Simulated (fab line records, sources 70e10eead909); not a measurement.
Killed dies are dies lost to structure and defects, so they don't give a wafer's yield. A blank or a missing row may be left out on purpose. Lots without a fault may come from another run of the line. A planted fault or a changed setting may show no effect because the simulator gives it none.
Tool commonality check | flow nand_harc | 3 lots, 9 wafers sampled

WHY IT WAS OPENED
At NHARC_END_SORT_01 the reading killed_dies is flagged on 3 of 3 lots. Wafers without a fault read 58, standard deviation 16.
Rule: a lot is flagged when every wafer of it that has a number lies more than 4 standard deviations from that mean, or none has a number. The other lots count as sound.

lot  | measured     | on        | killed_dies, wafer by wafer | flag
L571 | day 30 04:11 | prober-02 | 677 677 677                 | FLAGGED
L570 | day 30 12:35 | prober-01 | 677 677 677                 | FLAGGED
L572 | day 31 07:34 | prober-02 | 677 677 677                 | FLAGGED
The numbers of the flagged lots are 677 on average: +619 against the usual, or +39 standard deviations.

WHICH TOOL RAN EACH LOT
The record holds 3 process steps before the reading, out of a route of 1302 steps. In each cell: the tool, then ch and the chambers that the sampled wafers went through, then the start.
lot  | flag    | NHARC_A_CHANNEL_HOLE_D2_ETCH_23  | NHARC_A_CHANNEL_HOLE_D2_STRIP_28              | NHARC_A_CHANNEL_FILL_D2_CVD_18
L571 | FLAGGED | har_etch-02 ch 0,1, day 19 07:53 | rie_diel-08 ch 2,3, day 19 11:56 or earlier   | lpcvd_poly-04, day 20 08:55
L570 | FLAGGED | har_etch-01 ch 0,1, day 19 06:48 | rie_diel-03 ch 0,1,2, day 19 10:49 or earlier | lpcvd_poly-04, day 20 08:55
L572 | FLAGGED | har_etch-02 ch 0,1, day 20 06:02 | rie_diel-01 ch 0,2,3, day 20 10:12 or earlier | lpcvd_poly-04, day 21 07:13
What these steps do:
- NHARC_A_CHANNEL_HOLE_D2_ETCH_23: etches the open film in C4F8/O2/Ar, time 819 s, target depth 1600 nm.
- NHARC_A_CHANNEL_HOLE_D2_STRIP_28: strips in O2.
- NHARC_A_CHANNEL_FILL_D2_CVD_18: deposits poly-Si, target thk 3 nm.
- NHARC_END_SORT_01

FLAGGED OVER TOTAL, TOOL BY TOOL (the gauges that took the reading come last)
step                             | tool          | lots run | flagged | share of the flagged lots | sound lots run after its first flagged lot
NHARC_A_CHANNEL_HOLE_D2_ETCH_23  | har_etch-01   | 1        | 1       | some                      | 0
NHARC_A_CHANNEL_HOLE_D2_ETCH_23  | har_etch-02   | 2        | 2       | some                      | 0
NHARC_A_CHANNEL_HOLE_D2_STRIP_28 | rie_diel-01   | 1        | 1       | some                      | 0
NHARC_A_CHANNEL_HOLE_D2_STRIP_28 | rie_diel-03   | 1        | 1       | some                      | 0
NHARC_A_CHANNEL_HOLE_D2_STRIP_28 | rie_diel-08   | 1        | 1       | some                      | 0
NHARC_A_CHANNEL_FILL_D2_CVD_18   | lpcvd_poly-04 | 3        | 3       | all                       | 0
NHARC_END_SORT_01                | prober-01     | 1        | 1       | some                      | 0
NHARC_END_SORT_01                | prober-02     | 2        | 2       | some                      | 0
NHARC_A_CHANNEL_HOLE_D2_STRIP_28 gives no start for some lots, so the hours and the order of its lots are those of NHARC_A_CHANNEL_HOLE_D2_INSPECT_40.

WHAT THE TABLE ALLOWS
1 row of the table ran every flagged lot: lpcvd_poly-04 at NHARC_A_CHANNEL_FILL_D2_CVD_18.
- lpcvd_poly-04 at NHARC_A_CHANNEL_FILL_D2_CVD_18: 3 of its 3 lots flagged. It ran no sound lot before its first flagged lot in this sample, so the start can't be narrowed down.
One tool is left: lpcvd_poly-04 at NHARC_A_CHANNEL_FILL_D2_CVD_18.

WHAT THE SIMULATOR HAD PUT IN
Skipped step whole: lpcvd_poly-04, from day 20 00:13 on, at NHARC_A_CHANNEL_FILL_D2_CVD_18. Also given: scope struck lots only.
Lots struck among those shown: L571, L570, L572. The rule above found the same.
